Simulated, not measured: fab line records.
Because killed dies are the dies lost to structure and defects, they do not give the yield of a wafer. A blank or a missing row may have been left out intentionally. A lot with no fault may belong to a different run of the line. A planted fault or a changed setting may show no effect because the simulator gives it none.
fab line records	flow n5-finfet
record: lots: 12	wafers: 34	last-day: 17
route steps=1938 shown BEOL_M3@1009 BEOL_M4@1022 PASSIVATION@1936
lots with no fault: from the same line, run without faults
start-h: hours from the record's first day to the start of the lot's first wafer shown	wait-h: time in hours since the lot's previous step	" identical to the entry in the row above	L1.1+2: one row covering several wafers at once	- either no value or no given start	* or withheld: withheld	< > ~ a bound
route shown NAME@n: a module of which the file shows steps, and the number in the route of the first	usual: mean/standard deviation taken from wafers without a fault	same: alike in all rows	chamber/n: place in a boat	sites: per-site readings	_std_site: standard deviation across them	_edge_site: outer sites' mean less inner sites'	radius-mm: how far each site lies from the wafer's centre	mask NAME#n: copy n	behind: tool/chamber where the wafer was last shaped	hold: reason for holding the lot/hours on hold/outcome of the hold	device: which transistor (n, p or np) failed to switch	end of line: the route-end tests of the same wafers	where a step has no rows: the recipe by itself	killed: not the wafer's yield, but the dies lost to structure and defects at the first sort	map: a wafer's dies, x killed, . not, _ none there
set.NAME: the setting that was run; set.NAME@STEP: the one run at that earlier step	model.NAME: the simulator's own value behind a step, which no gauge read
route steps across a sampled set of lots; one table per step, one row per wafer
services: from which hour (start-h, from the record's first day; less than 0 if before it) a tool's chamber was out of use, for how many hours, and why
== steps ==
step: N5_BEOL_M3_ANNEAL_95
recipe: temp-c: 400	time-s: 240	ambient: vacuum
usual: heater-power-w: 842/99
lot.wafer	tool	chamber	start-h	wait-h	heater-power-w
L507.2	pvd-sputter-03	-	159.13	0.0	820
L507.5	"	-	"	"	989
L508.2	pvd-sputter-02	-	177.28	0.0	864
L508.5	"	-	"	"	732
L508.6	"	-	"	"	801
L511.1	pvd-sputter-02	-	182.91	0.0	861
L511.2	"	-	"	"	806
L511.3	"	-	"	"	805
L513.2	pvd-sputter-03	-	194.75	0.0	806
L513.4	"	-	"	"	929
L513.5	"	-	"	"	1039
L512.2	pvd-sputter-02	-	197.98	0.0	813
L512.4	"	-	"	"	853
L512.6	"	-	"	"	856
L515.1	pvd-sputter-01	-	202.80	0.0	909
L515.4	"	-	"	"	738
L515.5	"	-	"	"	717
L518.3	pvd-sputter-01	-	229.87	0.0	733
L518.4	"	-	"	"	726
L518.5	"	-	"	"	740
L520.1	pvd-sputter-03	-	242.04	0.0	845
L520.4	"	-	"	"	827
L520.6	"	-	"	"	1002
L519.3	pvd-sputter-01	-	243.49	0.0	935
L519.4	"	-	"	"	714
L519.6	"	-	"	"	904
L523.3	pvd-sputter-03	-	250.19	0.0	1021
L523.6	"	-	"	"	818
L527.1	pvd-sputter-03	-	286.64	0.0	1025
L527.4	"	-	"	"	837
L527.5	"	-	"	"	858
L529.2	pvd-sputter-03	-	289.85	0.0	948
L529.3	"	-	"	"	1010
L529.5	"	-	"	"	825
step: N5_BEOL_M3_ANNEAL_51
recipe: temp-c: 225	time-s: 90	ambient: N2
usual: wafer_temp_C_max: 226.31/0.28
lot.wafer	tool	chamber	start-h	wait-h	wafer_temp_C_max
L507.2	rtp-anneal-01	0	159.51	0.1	226.57
L507.5	"	0	"	"	226.41
L508.2	rtp-anneal-01	0	177.68	0.1	226.33
L508.5	"	0	"	"	226.15
L508.6	"	0	"	"	226.20
L511.1	rtp-anneal-02	0	183.40	0.2	226.20
L511.2	"	0	"	"	226.26
L511.3	"	0	"	"	226.28
L513.2	rtp-anneal-01	0	195.13	0.1	226.84
L513.4	"	0	"	"	226.50
L513.5	"	0	"	"	226.20
L512.2	rtp-anneal-01	0	198.79	0.5	225.83
L512.4	"	0	"	"	226.13
L512.6	"	0	"	"	226.23
L515.1	rtp-anneal-01	0	203.14	0.1	226.65
L515.4	"	0	"	"	226.58
L515.5	"	0	"	"	226.93
L518.3	rtp-anneal-01	0	230.29	0.1	225.77
L518.4	"	0	"	"	226.17
L518.5	"	0	"	"	226.30
L520.1	rtp-anneal-02	0	242.38	0.1	226.09
L520.4	"	0	"	"	225.81
L520.6	"	0	"	"	226.14
L519.3	rtp-anneal-01	0	243.92	0.1	226.62
L519.4	"	0	"	"	226.33
L519.6	"	0	"	"	226.82
L523.3	rtp-anneal-01	0	250.74	0.2	226.26
L523.6	"	0	"	"	226.39
L527.1	rtp-anneal-02	0	286.97	0.1	226.88
L527.4	"	0	"	"	226.41
L527.5	"	0	"	"	226.83
L529.2	rtp-anneal-02	0	290.23	0.1	226.05
L529.3	"	0	"	"	226.23
L529.5	"	0	"	"	226.34
step: N5_BEOL_M4_THK_MEAS_01
recipe: reads: SiOC_of_BEOL_M4_ILD_DEP_00
usual: M4_ILD_THK: 79.1/1.2
lot.wafer	tool	chamber	start-h	wait-h	M4_ILD_THK[nm]
L507.2	film-metro-02	-	160.60	0.1	78.2
L507.5	"	-	"	"	80.4
L508.2	film-metro-02	-	178.62	0.1	78.0
L508.5	"	-	"	"	80.3
L508.6	"	-	"	"	80.5
L511.1	film-metro-02	-	184.38	0.0	79.1
L511.2	"	-	"	"	78.2
L511.3	"	-	"	"	79.4
L513.2	film-metro-01	-	196.07	0.1	78.2
L513.4	"	-	"	"	77.7
L513.5	"	-	"	"	80.4
L512.2	film-metro-01	-	199.73	0.1	80.1
L512.4	"	-	"	"	80.7
L512.6	"	-	"	"	81.7
L515.1	film-metro-01	-	204.33	0.1	76.6
L515.4	"	-	"	"	77.9
L515.5	"	-	"	"	78.7
L518.3	film-metro-02	-	231.19	0.1	78.7
L518.4	"	-	"	"	79.2
L518.5	"	-	"	"	79.7
L520.1	film-metro-01	-	243.38	0.1	78.6
L520.4	"	-	"	"	80.0
L520.6	"	-	"	"	80.4
L519.3	film-metro-02	-	244.84	0.1	78.0
L519.4	"	-	"	"	78.8
L519.6	"	-	"	"	81.4
L523.3	film-metro-01	-	251.84	0.1	77.1
L523.6	"	-	"	"	77.8
L527.1	film-metro-02	-	288.04	0.0	79.2
L527.4	"	-	"	"	80.1
L527.5	"	-	"	"	79.1
L529.2	film-metro-01	-	291.18	0.1	78.2
L529.3	"	-	"	"	76.3
L529.5	"	-	"	"	80.2
step: N5_BEOL_M4_COAT_05
recipe: resist: CAR-EUV	spin-rpm: 1500	resist-thk-nm: 30
usual: spin-speed-rpm: 1499.9/0.97
lot.wafer	tool	chamber	start-h	wait-h	spin-speed-rpm
L507.2	litho-track-04	0	163.82	-	1499.6
L507.5	"	0	"	"	1501.0
L508.2	litho-track-03	0	180.24	-	1499.1
L508.5	"	0	"	"	1498.8
L508.6	"	0	"	"	1499.6
L511.1	litho-track-04	0	186.20	-	1499.6
L511.2	"	0	"	"	1498.8
L511.3	"	0	"	"	1499.3
L513.2	litho-track-03	0	197.94	-	1445.1
L513.4	"	0	"	"	1444.9
L513.5	"	0	"	"	1444.2
L512.2	litho-track-03	0	200.56	-	1443.5
L512.4	"	0	"	"	1443.4
L512.6	"	0	"	"	1442.8
L515.1	litho-track-01	0	205.19	-	1500.8
L515.4	"	0	"	"	1498.5
L515.5	"	0	"	"	1500.0
L518.3	litho-track-01	0	231.97	-	1500.8
L518.4	"	0	"	"	1501.0
L518.5	"	0	"	"	1499.6
L520.1	litho-track-04	0	244.13	-	1499.7
L520.4	"	0	"	"	1499.7
L520.6	"	0	"	"	1498.9
L519.3	litho-track-04	0	245.11	-	1499.8
L519.4	"	0	"	"	1499.5
L519.6	"	0	"	"	1499.7
L523.3	litho-track-04	0	252.42	-	1499.9
L523.6	"	0	"	"	1499.0
L527.1	litho-track-03	0	288.27	-	1499.3
L527.4	"	0	"	"	1501.0
L527.5	"	0	"	"	1499.1
L529.2	litho-track-04	0	291.99	-	1501.4
L529.3	"	0	"	"	1500.4
L529.5	"	0	"	"	1500.4
step: N5_BEOL_M4_RC_MEAS_101
usual: DIBL_N: 36.2/2	DIBL_P: 36.1/2.4	IOFF_N: 0.16/0.035	IOFF_P: 0.22/0.041	ION_N: 675/14	ION_P: 465/8.6	SS_N: 71.5/0.64	SS_P: 73.2/0.76	VT_N: 250/3.9	VT_P: -249/3.4
lot.wafer	tool	chamber	start-h	wait-h	DIBL_N[mV/V]	DIBL_P[mV/V]	IOFF_N[nA/um]	IOFF_P[nA/um]	ION_N[uA/um]	ION_P[uA/um]	SS_N[mV/dec]	SS_P[mV/dec]	VT_N[mV]	VT_P[mV]
L507.2	prober-02	0	175.05	0.2	38.0	37.1	0.19	0.23	692	470	72.1	73.5	247	-248
L507.5	"	0	"	"	38.1	37.0	0.19	0.22	686	465	71.9	73.8	249	-252
L508.2	prober-01	0	191.76	0.2	34.7	37.9	0.14	0.24	670	471	70.7	73.3	253	-247
L508.5	"	0	"	"	35.5	37.3	0.15	0.23	667	460	71.5	73.1	252	-249
L508.6	"	0	"	"	35.6	38.7	0.15	0.26	663	470	71.1	74.4	251	-245
L511.1	prober-02	0	199.14	0.0	32.9	33.1	0.10	0.15	650	449	71.1	71.9	256	-252
L511.2	"	0	"	"	34.0	35.1	0.12	0.18	658	463	71.1	72.5	254	-250
L511.3	"	0	"	"	33.6	35.0	0.10	0.17	643	454	70.4	73.3	257	-252
L513.2	prober-01	0	206.14	0.2	34.8	34.5	0.13	0.20	665	456	71.7	72.6	248	-251
L513.4	"	0	"	"	35.7	36.2	0.16	0.22	680	470	71.5	73.6	248	-246
L513.5	"	0	"	"	35.7	36.0	0.16	0.23	675	476	71.6	72.8	249	-249
L512.2	prober-02	0	209.19	0.2	38.1	38.2	0.18	0.24	681	465	72.1	74.5	247	-249
L512.4	"	0	"	"	38.1	38.2	0.17	0.24	670	457	72.8	73.7	251	-247
L512.6	"	0	"	"	37.6	37.4	0.17	0.23	672	463	72.0	73.8	248	-251
L515.1	prober-01	0	213.22	0.0	35.8	36.1	0.17	0.22	674	459	72.0	72.8	245	-247
L515.4	"	0	"	"	39.0	40.3	0.22	0.29	679	463	72.3	73.5	248	-244
L515.5	"	0	"	"	36.4	37.6	0.18	0.25	686	467	70.7	74.2	248	-245
L518.3	prober-01	0	245.55	0.3	38.2	39.7	0.21	0.33	696	486	71.9	73.6	245	-240
L518.4	"	0	"	"	35.1	34.7	0.14	0.23	664	467	71.1	73.7	249	-247
L518.5	"	0	"	"	32.3	31.9	0.10	0.18	664	468	70.6	70.9	255	-249
L520.1	prober-01	0	255.86	0.0	37.1	38.2	0.16	0.24	678	467	71.9	73.2	249	-248
L520.4	"	0	"	"	35.0	35.3	0.13	0.19	661	461	71.2	72.9	254	-249
L520.6	"	0	"	"	36.6	38.1	0.16	0.23	679	472	71.1	73.7	251	-248
L519.3	prober-02	0	256.79	0.3	34.5	37.1	0.17	0.26	700	483	71.5	73.2	245	-246
L519.4	"	0	"	"	37.8	40.2	0.21	0.30	692	479	72.4	73.9	248	-243
L519.6	"	0	"	"	36.8	39.5	0.19	0.29	701	482	71.1	73.4	248	-244
L523.3	prober-01	0	264.55	0.3	36.6	37.2	0.16	0.23	677	472	71.4	72.4	249	-246
L523.6	"	0	"	"	33.0	31.7	0.10	0.16	653	453	71.0	71.6	255	-251
L527.1	prober-02	0	297.34	0.0	38.8	35.0	0.19	0.21	685	461	71.5	73.3	249	-251
L527.4	"	0	"	"	36.6	34.5	0.15	0.21	670	461	71.7	73.6	250	-249
L527.5	"	0	"	"	33.3	30.0	0.10	0.16	654	456	70.7	71.6	254	-252
L529.2	prober-01	0	298.72	0.2	36.4	34.9	0.14	0.19	669	456	71.8	72.9	253	-251
L529.3	"	0	"	"	37.7	37.5	0.19	0.22	682	464	71.5	74.7	247	-251
L529.5	"	0	"	"	38.0	37.4	0.18	0.24	678	461	72.2	74.3	250	-246
step: N5_PASSIVATION_PROBE_49
usual: defect-limited-yield: 91.1/1.4	killed_at_M0_to_M3: 36/9.9	killed_at_M4_up: 13/5.8	killed-at-contacts: 14/5.9	killed-at-front-end: 39/11	killed-at-other: 3.4/2.9	killed-dies: 105/17	killed-open: 70/13	killed-short: 34/7.3	sort_bin_4_leakage: 0.00/0.0072	sort_bin_5_function: 5.3/1	sort_bin_6_memory: 3.3/0.62	sort_bin_8_speed: 0.01/0.057	sort-n-pass: 1075/17
same: gross-dies: 1180	killed-at-back-side: 0
lot.wafer	tool	chamber	start-h	wait-h	defect-limited-yield[%]	killed_at_M0_to_M3	killed_at_M4_up	killed-at-contacts	killed-at-front-end	killed-at-other	killed-dies	killed-open	killed-short	sort_bin_4_leakage[%]	sort_bin_5_function[%]	sort_bin_6_memory[%]	sort_bin_8_speed[%]	sort-n-pass
L520.1	prober-02	-	353.23	0.1	90.0	34	11	29	41	3	118	64	53	0	7.0	2.4	0	1062
L520.4	prober-02	-	353.38	0.2	91.3	19	7	34	42	1	103	61	42	0	5.8	2.5	0	1077
L520.6	prober-02	-	353.48	0.3	91.1	41	11	15	38	0	105	67	37	0	5.3	3.6	0	1075
L519.3	prober-02	-	355.19	0.1	91.5	37	9	12	40	2	100	72	27	0	4.7	3.5	0	1080
L519.4	prober-02	-	355.24	0.2	91.5	37	16	7	38	2	100	61	38	0	5.0	3.1	0	1080
L519.6	prober-02	-	355.34	0.3	93.5	23	9	5	38	2	77	49	28	0	3.8	2.6	0	1103
L523.3	prober-01	-	379.18	0.1	88.9	56	16	16	42	1	131	92	38	0	6.9	3.6	0	1049
L523.6	prober-01	-	379.33	0.3	89.2	47	14	25	41	0	127	82	44	0	6.6	3.7	0	1053
L529.2	prober-02	-	404.79	0.1	90.6	36	18	23	26	8	111	77	34	0	5.3	3.8	0	1069
L529.3	prober-02	-	404.84	0.1	89.2	34	15	29	43	7	128	97	31	0	6.9	3.7	0	1052
L529.5	prober-02	-	404.94	0.2	91.3	38	11	19	31	4	103	62	41	0	4.8	3.7	0	1077
killed by level:class
L520.1 MOL_CONTACT_COAG:geometric-particle:open=20 FIN_SAQP:geometric-particle:short=18 MOL_CONTACT_COAG:geometric-particle:short=9 BEOL_M0_SAQP:geometric-particle:short=7 STI_FIN_REVEAL:geometric-particle:open=7 BEOL_M2:geometric-particle:open=7 BEOL_M1:geometric-particle:open=6 BEOL_M0_SAQP:geometric-particle:open=4
L520.4 MOL_CONTACT_COAG:geometric-particle:open=25 FIN_SAQP:geometric-particle:short=16 FIN_SAQP:geometric-particle:open=12 MOL_CONTACT_COAG:geometric-particle:short=9 BEOL_M0_SAQP:geometric-particle:open=5 BEOL_M0_SAQP:geometric-particle:short=4 GATE_CUT:geometric-particle:short=3 BEOL_M1:geometric-particle:open=3
L520.6 MOL_CONTACT_COAG:geometric-particle:open=13 BEOL_M2:geometric-particle:open=12 BEOL_M3:geometric-particle:open=10 BEOL_M0_SAQP:geometric-particle:short=8 FIN_SAQP:geometric-particle:open=7 FIN_SAQP:geometric-particle:short=7 DUMMY_GATE:geometric-particle:open=5 GATE_CUT:geometric-particle:short=4
L519.3 STI_FIN_REVEAL:geometric-particle:open=19 BEOL_M0_SAQP:geometric-particle:open=14 MOL_CONTACT_COAG:geometric-particle:open=10 FIN_SAQP:geometric-particle:open=8 BEOL_M0_SAQP:geometric-particle:short=7 BEOL_M2:geometric-particle:open=6 GATE_CUT:geometric-particle:short=5 FIN_SAQP:geometric-particle:short=3
L519.4 BEOL_M0_SAQP:geometric-particle:open=17 BEOL_M4:geometric-particle:open=11 BEOL_M0_SAQP:geometric-particle:short=10 FIN_SAQP:geometric-particle:short=8 BEOL_M3:geometric-particle:short=7 FIN_SAQP:geometric-particle:open=6 STI_FIN_REVEAL:geometric-particle:open=6 GATE_CUT:geometric-particle:short=5
L519.6 STI_FIN_REVEAL:geometric-particle:open=12 BEOL_M0_SAQP:geometric-particle:open=11 FIN_SAQP:geometric-particle:short=9 BEOL_M0_SAQP:geometric-particle:short=7 MOL_CONTACT_COAG:geometric-particle:open=5 FIN_SAQP:geometric-particle:open=4 GATE_CUT:geometric-particle:short=4 STI_FIN_REVEAL:geometric-particle:short=3
L523.3 BEOL_M2:geometric-particle:open=18 STI_FIN_REVEAL:geometric-particle:open=17 MOL_CONTACT_COAG:geometric-particle:open=15 BEOL_M0_SAQP:geometric-particle:open=13 BEOL_M0_SAQP:geometric-particle:short=12 BEOL_M1:geometric-particle:open=7 FIN_SAQP:geometric-particle:short=6 BEOL_M4:geometric-particle:open=5
L523.6 MOL_CONTACT_COAG:geometric-particle:open=21 BEOL_M0_SAQP:geometric-particle:short=15 STI_FIN_REVEAL:geometric-particle:open=14 BEOL_M0_SAQP:geometric-particle:open=12 BEOL_M2:geometric-particle:open=9 GATE_CUT:geometric-particle:short=7 FIN_SAQP:geometric-particle:short=4 BEOL_M5:geometric-particle:open=4
L529.2 MOL_CONTACT_COAG:geometric-particle:open=21 BEOL_M0_SAQP:geometric-particle:short=11 BEOL_M0_SAQP:geometric-particle:open=10 FIN_SAQP:geometric-particle:open=9 BEOL_M5:geometric-particle:open=7 STI_FIN_REVEAL:geometric-particle:open=6 BEOL_M1:geometric-particle:open=5 FIN_SAQP:geometric-particle:short=4
L529.3 MOL_CONTACT_COAG:geometric-particle:open=27 STI_FIN_REVEAL:geometric-particle:open=11 BEOL_M0_SAQP:geometric-particle:open=9 FIN_SAQP:geometric-particle:open=7 BEOL_M4:geometric-particle:open=7 BEOL_M0_SAQP:geometric-particle:short=6 BEOL_M2:geometric-particle:open=6 FIN_SAQP:geometric-particle:short=5
L529.5 MOL_CONTACT_COAG:geometric-particle:open=15 BEOL_M0_SAQP:geometric-particle:short=15 FIN_SAQP:geometric-particle:short=7 STI_FIN_REVEAL:geometric-particle:open=7 BEOL_M0_SAQP:geometric-particle:open=7 BEOL_M3:geometric-particle:open=6 FIN_SAQP:geometric-particle:open=4 MOL_CONTACT_COAG:geometric-particle:short=4
== services ==
tool	chamber	start-h	hours	kind
litho-track-01	-	137.58	-	consumable-replace:filter
litho-track-04	-	152.79	-	consumable-replace:filter
pvd-sputter-01	-	163.99	2.8	repair
== key ==
first-sign: step: N5_BEOL_M4_COAT_05	reading: spin-speed-rpm	direction: down	sigmas: 58	usual: *	struck: *
effect none on later readings
met-at N5_BEOL_M4_COAT_05
struck-lots L512,L513
not-acting-at N5_BEOL_M3_ANNEAL_95,N5_BEOL_M3_ANNEAL_51,N5_BEOL_M4_THK_MEAS_01
onset-between 180.24 197.94
fault: kind: process-parameter-drift	tool: litho-track-03	chamber: -	onset-h: 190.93	steps: N5_BEOL_M4_COAT_05	channel: spin-rpm	offset: *	shape: step	end-h: 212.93	acts-in: *	stated: *
